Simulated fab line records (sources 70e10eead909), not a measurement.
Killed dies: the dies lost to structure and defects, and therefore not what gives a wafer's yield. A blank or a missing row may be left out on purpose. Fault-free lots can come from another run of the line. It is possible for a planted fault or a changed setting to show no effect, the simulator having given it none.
fab line records | flow nand_harc
record: lots: 6 | wafers: 18 | last_day: 33
route steps=1302 shown A_ONON_D1@434
lots with no fault: from the same line, run without faults
start_h: start of the lot's first displayed wafer, in hours after the record's first day | wait_h: hours from the lot's prior step to this one | " same as the row above | L1.1+2: a single row standing in for several wafers | - either no value or no given start | * or withheld: withheld | < > ~ a bound
route shown NAME@n: a module of which the file shows steps, and the number in the route of the first | usual: mean and standard deviation over wafers with no fault | same: alike in all rows | chamber/n: place in a boat | sites: readings site by site | _std_site: the values' standard deviation | _edge_site: the outer-site mean with the inner-site mean subtracted | radius_mm: how far each site lies from the wafer's centre | mask NAME#n: copy n | behind: tool/chamber where the wafer was last shaped | hold: reason for holding the lot/hours on hold/outcome of the hold | device: the n, p or np transistor that did not switch | end of line: the route-end tests of the same wafers | a step with no rows: only its recipe | killed: dies lost to structure and defects at the first sort, not the wafer's yield | map: a wafer's dies, marking killed ones x, the rest . and places with no die _
set.NAME: the setting as run; set.NAME@STEP: as run at that earlier step | model.NAME: the simulator's own value behind a step, which no gauge read
lots at selected steps of the route; one table per step, one row per wafer
services: the hour from which a tool's chamber was out of use, counted from the record's first day as start_h (under 0 if before that day), plus the number of hours and why
== steps ==
step: NHARC_A_ONON_D1_ANNEAL_15
recipe: temp_c: 750 | time_s: 3600
step: NHARC_A_ONON_D1_DEP_16
recipe: target_thk_a: 10000 | n2_flow_sccm: 2750 | n2o_flow_sccm: 2000 | nh3_flow_sccm: 500 | sih4_flow_sccm: 210 | temp_c: 400
step: NHARC_A_ONON_D1_THK_MEAS_18
recipe: thk_meas_gauge: ellipsometry
usual: thk_nm: 1000/9.3
lot.wafer | tool          | chamber | start_h | wait_h | thk_nm
L371.1    | film_metro-02 | -       | 222.62  | -      | 1005
L371.2    | "             | -       | "       | "      | 1005
L371.4    | "             | -       | "       | "      | 1003
L374.2    | film_metro-01 | -       | 245.93  | -      | 1007
L374.4    | "             | -       | "       | "      | 1006
L374.5    | "             | -       | "       | "      | 1007
L385.2    | film_metro-02 | -       | 361.07  | -      | 1007
L385.3    | "             | -       | "       | "      | 1005
L385.4    | "             | -       | "       | "      | 1006
L386.1    | film_metro-02 | -       | 370.75  | -      | 976
L386.3    | "             | -       | "       | "      | 976
L386.5    | "             | -       | "       | "      | 977
L387.1    | film_metro-01 | -       | 390.30  | -      | 996
L387.2    | "             | -       | "       | "      | 997
L387.4    | "             | -       | "       | "      | 995
L388.1    | film_metro-01 | -       | 397.22  | -      | 998
L388.4    | "             | -       | "       | "      | 998
L388.6    | "             | -       | "       | "      | 999
step: NHARC_A_ONON_D1_DEP_19
recipe: target_thk_a: 10000 | n2_flow_sccm: 2750 | n2o_flow_sccm: 2000 | nh3_flow_sccm: 500 | sih4_flow_sccm: 210 | temp_c: 400
step: NHARC_A_ONON_D1_THK_MEAS_21
recipe: thk_meas_gauge: ellipsometry
usual: thk_nm: 999/8.3
lot.wafer | tool          | chamber | start_h | wait_h | thk_nm
L371.1    | film_metro-01 | -       | 223.19  | -      | 1008
L371.2    | "             | -       | "       | "      | 1006
L371.4    | "             | -       | "       | "      | 1008
L374.2    | film_metro-02 | -       | 246.49  | -      | 1002
L374.4    | "             | -       | "       | "      | 1002
L374.5    | "             | -       | "       | "      | 1001
L385.2    | film_metro-02 | -       | 361.64  | -      | 1002
L385.3    | "             | -       | "       | "      | 1001
L385.4    | "             | -       | "       | "      | 1002
L386.1    | film_metro-01 | -       | 371.32  | -      | 1002
L386.3    | "             | -       | "       | "      | 1003
L386.5    | "             | -       | "       | "      | 1002
L387.1    | film_metro-02 | -       | 390.87  | -      | 998
L387.2    | "             | -       | "       | "      | 997
L387.4    | "             | -       | "       | "      | 998
L388.1    | film_metro-02 | -       | 397.78  | -      | 996
L388.4    | "             | -       | "       | "      | 996
L388.6    | "             | -       | "       | "      | 995
step: NHARC_A_ONON_D1_DEP_22
recipe: target_thk_a: 10000 | n2_flow_sccm: 2750 | n2o_flow_sccm: 2000 | nh3_flow_sccm: 500 | sih4_flow_sccm: 210 | temp_c: 400
step: NHARC_A_ONON_D1_THK_MEAS_24
recipe: thk_meas_gauge: ellipsometry
usual: thk_nm: 1001/11
lot.wafer | tool          | chamber | start_h | wait_h | thk_nm
L371.1    | film_metro-02 | -       | 223.75  | -      | 991
L371.2    | "             | -       | "       | "      | 990
L371.4    | "             | -       | "       | "      | 990
L374.2    | film_metro-02 | -       | 247.06  | -      | 987
L374.4    | "             | -       | "       | "      | 987
L374.5    | "             | -       | "       | "      | 988
L385.2    | film_metro-01 | -       | 362.20  | -      | 1006
L385.3    | "             | -       | "       | "      | 1006
L385.4    | "             | -       | "       | "      | 1007
L386.1    | film_metro-02 | -       | 371.89  | -      | 1000
L386.3    | "             | -       | "       | "      | 1000
L386.5    | "             | -       | "       | "      | 1000
L387.1    | film_metro-02 | -       | 391.44  | -      | 998
L387.2    | "             | -       | "       | "      | 997
L387.4    | "             | -       | "       | "      | 1000
L388.1    | film_metro-01 | -       | 398.35  | -      | 1020
L388.4    | "             | -       | "       | "      | 1021
L388.6    | "             | -       | "       | "      | 1019
step: NHARC_A_ONON_D1_DEP_25
recipe: target_thk_a: 10000 | n2_flow_sccm: 2750 | n2o_flow_sccm: 2000 | nh3_flow_sccm: 500 | sih4_flow_sccm: 210 | temp_c: 400
step: NHARC_A_ONON_D1_THK_MEAS_27
recipe: thk_meas_gauge: ellipsometry
usual: thk_nm: 1004/9.4
lot.wafer | tool          | chamber | start_h | wait_h | thk_nm
L371.1    | film_metro-02 | -       | 224.31  | -      | 1002
L371.2    | "             | -       | "       | "      | 1001
L371.4    | "             | -       | "       | "      | 1003
L374.2    | film_metro-02 | -       | 247.63  | -      | 992
L374.4    | "             | -       | "       | "      | 992
L374.5    | "             | -       | "       | "      | 991
L385.2    | film_metro-02 | -       | 362.77  | -      | 1011
L385.3    | "             | -       | "       | "      | 1015
L385.4    | "             | -       | "       | "      | 1014
L386.1    | film_metro-01 | -       | 372.46  | -      | 1010
L386.3    | "             | -       | "       | "      | 1014
L386.5    | "             | -       | "       | "      | 1012
L387.1    | film_metro-02 | -       | 392.00  | -      | 992
L387.2    | "             | -       | "       | "      | 991
L387.4    | "             | -       | "       | "      | 991
L388.1    | film_metro-02 | -       | 398.92  | -      | 1005
L388.4    | "             | -       | "       | "      | 1004
L388.6    | "             | -       | "       | "      | 1004
step: NHARC_A_ONON_D1_DEP_28
recipe: target_thk_a: 10000 | n2_flow_sccm: 2750 | n2o_flow_sccm: 2000 | nh3_flow_sccm: 500 | sih4_flow_sccm: 210 | temp_c: 400
step: NHARC_A_ONON_D1_THK_MEAS_30
recipe: thk_meas_gauge: ellipsometry
usual: thk_nm: 1001/9.4
lot.wafer | tool          | chamber | start_h | wait_h | thk_nm
L371.1    | film_metro-02 | -       | 224.88  | -      | 999
L371.2    | "             | -       | "       | "      | 998
L371.4    | "             | -       | "       | "      | 999
L374.2    | film_metro-02 | -       | 248.19  | -      | 1008
L374.4    | "             | -       | "       | "      | 1010
L374.5    | "             | -       | "       | "      | 1009
L385.2    | film_metro-02 | -       | 363.34  | -      | 994
L385.3    | "             | -       | "       | "      | 993
L385.4    | "             | -       | "       | "      | 994
L386.1    | film_metro-02 | -       | 373.02  | -      | 1014
L386.3    | "             | -       | "       | "      | 1015
L386.5    | "             | -       | "       | "      | 1014
L387.1    | film_metro-01 | -       | 392.56  | -      | 997
L387.2    | "             | -       | "       | "      | 998
L387.4    | "             | -       | "       | "      | 997
L388.1    | film_metro-01 | -       | 399.49  | -      | 996
L388.4    | "             | -       | "       | "      | 996
L388.6    | "             | -       | "       | "      | 994
step: NHARC_A_ONON_D1_DEP_33
recipe: target_thk_a: 2000 | temp_c: 400 | pressure_torr: 6.5 | rf_w: 900 | teos_flow_sccm: 161.4 | flow_sccm: 2650 | target_thk_nm: 200 | gas: O2 | material: SiO2
usual: heater_power_outer_w: 295/89 | heater_power_w: 554/120 | rf_fwd_power_W: 898.4/2.7 | throttle_valve_pct: 16.1/0.53
lot.wafer | tool     | chamber | start_h | wait_h | heater_power_outer_w | heater_power_w | rf_fwd_power_W | throttle_valve_pct
L371.1    | pecvd-04 | 0       | 224.98  | 0.1    | 258                  | 510            | 894.6          | 17.0
L371.2    | "        | 1       | "       | "      | 131                  | 338            | 898.7          | 15.9
L371.4    | "        | 1       | "       | "      | 139                  | 350            | 893.2          | 15.8
L374.2    | pecvd-02 | 0       | 248.25  | 0.1    | 386                  | 622            | 902.0          | 16.3
L374.4    | "        | 0       | "       | "      | 278                  | 467            | 898.8          | 16.3
L374.5    | "        | 2       | "       | "      | 336                  | 543            | 898.5          | 16.5
L385.3    | pecvd-04 | 0       | 363.40  | 0.1    | 329                  | 623            | 793.9          | 16.7
L385.2    | "        | 2       | "       | "      | 323                  | 612            | 901.1          | 15.0
L385.4    | "        | 2       | "       | "      | 322                  | 638            | 899.4          | 15.2
L386.3    | pecvd-04 | 2       | 373.07  | 0.1    | 275                  | 568            | 898.9          | 15.3
L386.1    | "        | 1       | "       | "      | 185                  | 417            | 900.6          | 15.9
L386.5    | "        | 0       | "       | "      | 285                  | 565            | 791.7          | 16.8
L387.2    | pecvd-01 | 1       | 392.62  | 0.1    | 376                  | 591            | 898.3          | 16.4
L387.1    | "        | 2       | "       | "      | 293                  | 534            | 902.3          | 16.3
L387.4    | "        | 0       | "       | "      | 356                  | 723            | 901.3          | 16.4
L388.1    | pecvd-01 | 1       | 399.64  | 0.1    | 430                  | 687            | 905.5          | 16.2
L388.6    | "        | 0       | "       | "      | 408                  | 772            | 895.3          | 16.8
L388.4    | "        | 1       | "       | "      | 446                  | 692            | 904.8          | 16.2
step: NHARC_A_ONON_D1_THK_MEAS_34
recipe: thk_meas_gauge: ellipsometry
usual: thk_nm: 200.9/2.7
lot.wafer | tool          | chamber | start_h | wait_h | thk_nm
L371.1    | film_metro-01 | -       | 225.35  | -      | 196.7
L371.2    | "             | -       | "       | "      | 197.5
L371.4    | "             | -       | "       | "      | 200.0
L374.2    | film_metro-02 | -       | 248.66  | -      | 198.6
L374.4    | "             | -       | "       | "      | 204.6
L374.5    | "             | -       | "       | "      | 203.5
L385.2    | film_metro-01 | -       | 363.81  | -      | 199.3
L385.3    | "             | -       | "       | "      | 192.2
L385.4    | "             | -       | "       | "      | 201.8
L386.1    | film_metro-02 | -       | 373.49  | -      | 199.7
L386.3    | "             | -       | "       | "      | 199.1
L386.5    | "             | -       | "       | "      | 196.1
L387.1    | film_metro-02 | -       | 393.03  | -      | 194.6
L387.2    | "             | -       | "       | "      | 193.1
L387.4    | "             | -       | "       | "      | 195.6
L388.1    | film_metro-02 | -       | 399.96  | -      | 194.1
L388.4    | "             | -       | "       | "      | 200.2
L388.6    | "             | -       | "       | "      | 199.0
== services ==
tool     | chamber | start_h | hours | kind
pecvd-01 | 1       | 221.88  | 6.7   | repair
pecvd-01 | 0       | 223.27  | 23.1  | repair
pecvd-02 | -       | 227.08  | 13.0  | pm
pecvd-02 | 0       | 227.08  | 13.0  | vent_cycle
pecvd-02 | 1       | 227.08  | 13.0  | vent_cycle
pecvd-02 | 2       | 227.08  | 13.0  | vent_cycle
pecvd-01 | 2       | 229.12  | 8.4   | repair
pecvd-02 | 0       | 240.08  | -     | clean
pecvd-04 | -       | 269.45  | 13.0  | pm
pecvd-04 | 0       | 269.45  | 13.0  | vent_cycle
pecvd-04 | 1       | 269.45  | 13.0  | vent_cycle
pecvd-04 | 2       | 269.45  | 28.3  | vent_cycle
pecvd-04 | 0       | 282.45  | -     | clean
pecvd-04 | 1       | 282.45  | -     | clean
pecvd-01 | -       | 311.26  | 13.0  | pm
pecvd-01 | 0       | 311.26  | 13.0  | vent_cycle
pecvd-01 | 1       | 311.26  | 13.0  | vent_cycle
pecvd-01 | 2       | 311.26  | 13.0  | vent_cycle
pecvd-01 | 0       | 324.26  | -     | clean
pecvd-01 | 1       | 324.26  | -     | clean
pecvd-01 | 2       | 324.26  | -     | clean
pecvd-04 | -       | 351.05  | 1.2   | repair
pecvd-01 | 1       | 375.91  | 12.6  | repair
pecvd-04 | -       | 391.55  | 1.2   | repair
== key ==
first_sign: step: NHARC_A_ONON_D1_DEP_33 | reading: rf_fwd_power_W | direction: down | sigmas: 39 | usual: * | struck: *
effect none on later readings
met_at NHARC_A_ONON_D1_DEP_33
struck_wafers L385.3,L386.5
tester_left_out L385,L386
onset_between 224.98 363.40
fault: kind: process_parameter_drift | tool: pecvd-04 | chamber: 0 | onset_h: 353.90 | steps: NHARC_A_ONON_D1_DEP_33 | channel: rf_w | offset: * | shape: step | end_h: 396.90 | acts_in: * | stated: *
tester_left_out: of these lots the tester's yield and bins aren't shown, on N5 and GAA mostly nor the transistor test; their killed dies are dies lost to structure and defects alone, not to doping, threshold or leakage, so they don't give the yield
